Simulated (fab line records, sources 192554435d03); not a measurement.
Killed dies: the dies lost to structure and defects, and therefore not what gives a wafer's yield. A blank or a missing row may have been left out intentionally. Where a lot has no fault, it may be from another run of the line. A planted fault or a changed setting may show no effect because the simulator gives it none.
Which of the tools did it? / flow n5Finfet / Sampling: 12 lots, 36 wafers, 6 of 1938 route steps

== WHAT EACH GAUGE READ, for each wafer ==
N5_BEOL_M3_INSPECT_59: inspects for defects (darkfield).
lot=L075; measured=day 7 17:38; on=defectInspect-02; rawDefectCount=31 33 43
lot=L076; measured=day 8 12:02; on=defectInspect-01; rawDefectCount=140 101 132
lot=L079; measured=day 9 14:28; on=defectInspect-02; rawDefectCount=89 52 87
lot=L081; measured=day 9 19:38; on=defectInspect-01; rawDefectCount=96 85 73
lot=L085; measured=day 10 01:22; on=defectInspect-02; rawDefectCount=52 55 34
lot=L084; measured=day 10 11:04; on=defectInspect-01; rawDefectCount=64 60 93
lot=L086; measured=day 10 14:16; on=defectInspect-02; rawDefectCount=68 85 88
lot=L089; measured=day 11 13:33; on=defectInspect-02; rawDefectCount=104 67 84
lot=L092; measured=day 12 03:07; on=defectInspect-02; rawDefectCount=58 44 47
lot=L091; measured=day 12 08:23; on=defectInspect-01; rawDefectCount=45 50 54
lot=L095; measured=day 13 00:10; on=defectInspect-01; rawDefectCount=38 52 37
lot=L096; measured=day 13 15:02; on=defectInspect-02; rawDefectCount=78 40 69

== EACH LOT AND THE TOOL THAT RAN IT (in order: tool; ch and the chambers of the sampled wafers; start) ==
lot=L075; N5_BEOL_M3_ALD_84=aldMetal-01 ch 2,3, day 7 14:05; N5_BEOL_M3_ANNEAL_80=pvdSputter-03, day 7 15:05; N5_BEOL_M3_ANNEAL_87=pvdSputter-03, day 7 15:31; N5_BEOL_M3_ANNEAL_51=rtpAnneal-02 ch 0, day 7 16:47; N5_BEOL_M3_CO_CAP_55=cvdCo-01 ch 0,1,2, day 7 17:24
lot=L076; N5_BEOL_M3_ALD_84=aldMetal-02 ch 1,2, day 8 08:34; N5_BEOL_M3_ANNEAL_80=pvdSputter-02, day 8 09:30; N5_BEOL_M3_ANNEAL_87=pvdSputter-02, day 8 09:56; N5_BEOL_M3_ANNEAL_51=rtpAnneal-02 ch 0, day 8 11:12; N5_BEOL_M3_CO_CAP_55=cvdCo-01 ch 0,1,2, day 8 11:49
lot=L079; N5_BEOL_M3_ALD_84=aldMetal-03 ch 2,3, day 9 11:10; N5_BEOL_M3_ANNEAL_80=pvdSputter-02, day 9 11:56; N5_BEOL_M3_ANNEAL_87=pvdSputter-02, day 9 12:22; N5_BEOL_M3_ANNEAL_51=rtpAnneal-02 ch 0, day 9 13:41; N5_BEOL_M3_CO_CAP_55=cvdCo-01 ch 1,2, day 9 14:15
lot=L081; N5_BEOL_M3_ALD_84=aldMetal-01 ch 1,2, day 9 14:36; N5_BEOL_M3_ANNEAL_80=pvdSputter-03, day 9 17:05; N5_BEOL_M3_ANNEAL_87=pvdSputter-03, day 9 17:31; N5_BEOL_M3_ANNEAL_51=rtpAnneal-02 ch 0, day 9 18:47; N5_BEOL_M3_CO_CAP_55=cvdCo-02 ch 0,2, day 9 19:24
lot=L085; N5_BEOL_M3_ALD_84=aldMetal-01 ch 1,2, day 9 21:50; N5_BEOL_M3_ANNEAL_80=pvdSputter-01, day 9 22:50; N5_BEOL_M3_ANNEAL_87=pvdSputter-01, day 9 23:16; N5_BEOL_M3_ANNEAL_51=rtpAnneal-02 ch 0, day 10 00:29; N5_BEOL_M3_CO_CAP_55=cvdCo-01 ch 0,1,2, day 10 01:10
lot=L084; N5_BEOL_M3_ALD_84=aldMetal-01 ch 0,1, day 10 07:29; N5_BEOL_M3_ANNEAL_80=pvdSputter-01, day 10 08:31; N5_BEOL_M3_ANNEAL_87=pvdSputter-01, day 10 08:58; N5_BEOL_M3_ANNEAL_51=rtpAnneal-02 ch 0, day 10 10:13; N5_BEOL_M3_CO_CAP_55=cvdCo-01 ch 0,2, day 10 10:52
lot=L086; N5_BEOL_M3_ALD_84=aldMetal-01 ch 0,2, day 10 10:22; N5_BEOL_M3_ANNEAL_80=pvdSputter-03, day 10 11:42; N5_BEOL_M3_ANNEAL_87=pvdSputter-03, day 10 12:08; N5_BEOL_M3_ANNEAL_51=rtpAnneal-02 ch 0, day 10 13:27; N5_BEOL_M3_CO_CAP_55=cvdCo-02 ch 1,2, day 10 14:01
lot=L089; N5_BEOL_M3_ALD_84=aldMetal-01 ch 0,1,3, day 11 09:47; N5_BEOL_M3_ANNEAL_80=pvdSputter-03, day 11 10:46; N5_BEOL_M3_ANNEAL_87=pvdSputter-03, day 11 11:12; N5_BEOL_M3_ANNEAL_51=rtpAnneal-01 ch 0, day 11 12:28; N5_BEOL_M3_CO_CAP_55=cvdCo-02 ch 0,2, day 11 13:05
lot=L092; N5_BEOL_M3_ALD_84=aldMetal-02 ch 0,2,3, day 11 23:30; N5_BEOL_M3_ANNEAL_80=pvdSputter-03, day 12 00:26; N5_BEOL_M3_ANNEAL_87=pvdSputter-03, day 12 00:53; N5_BEOL_M3_ANNEAL_51=rtpAnneal-02 ch 0, day 12 02:14; N5_BEOL_M3_CO_CAP_55=cvdCo-02 ch 0,1,2, day 12 02:55
lot=L091; N5_BEOL_M3_ALD_84=aldMetal-03 ch 1,2,3, day 12 04:13; N5_BEOL_M3_ANNEAL_80=pvdSputter-02, day 12 05:25; N5_BEOL_M3_ANNEAL_87=pvdSputter-02, day 12 05:51; N5_BEOL_M3_ANNEAL_51=rtpAnneal-01 ch 0, day 12 07:30; N5_BEOL_M3_CO_CAP_55=cvdCo-01 ch 0,1,2, day 12 08:11
lot=L095; N5_BEOL_M3_ALD_84=aldMetal-01 ch 0,2,3, day 12 20:45; N5_BEOL_M3_ANNEAL_80=pvdSputter-01, day 12 21:38; N5_BEOL_M3_ANNEAL_87=pvdSputter-01, day 12 22:04; N5_BEOL_M3_ANNEAL_51=rtpAnneal-01 ch 0, day 12 23:20; N5_BEOL_M3_CO_CAP_55=cvdCo-01 ch 0,1,2, day 12 23:57
lot=L096; N5_BEOL_M3_ALD_84=aldMetal-01 ch 0,1,2, day 13 11:37; N5_BEOL_M3_ANNEAL_80=pvdSputter-01, day 13 12:30; N5_BEOL_M3_ANNEAL_87=pvdSputter-01, day 13 12:56; N5_BEOL_M3_ANNEAL_51=rtpAnneal-01 ch 0, day 13 14:09; N5_BEOL_M3_CO_CAP_55=cvdCo-02 ch 0,2, day 13 14:49
- N5_BEOL_M3_ALD_84: deposits TaN, pulse time 2 s, purge time 3 s, co reactant purge time 2 s.
- N5_BEOL_M3_ANNEAL_80: time 240 s.
- N5_BEOL_M3_ANNEAL_87: time 240 s.
- N5_BEOL_M3_ANNEAL_51: time 90 s.
- N5_BEOL_M3_CO_CAP_55: material Co, precursor CCTBA/H2, target thk 2 nm, time 102.1 s.

== THE ANSWER, worked out from the rows above alone ==
Rule: the usual values come from the lots themselves. The widest of any qualifying gaps counts: lots, ordered by their means at a reading, are off when they make up no more than a third of the lots, leave a main group of 4 or more, and stand apart from it by 3 or more times the standard deviation of that group's means. Not used: any main group whose means are identical at the precision the tables above print for the reading. A lot without any number at a reading at which 4 lots or more have one is off too. The other lots that the step has rows for count as sound.
No lot is off on any of the readings shown, so nothing can be concluded from this.

== WHAT THE SIMULATOR HAD INSERTED ==
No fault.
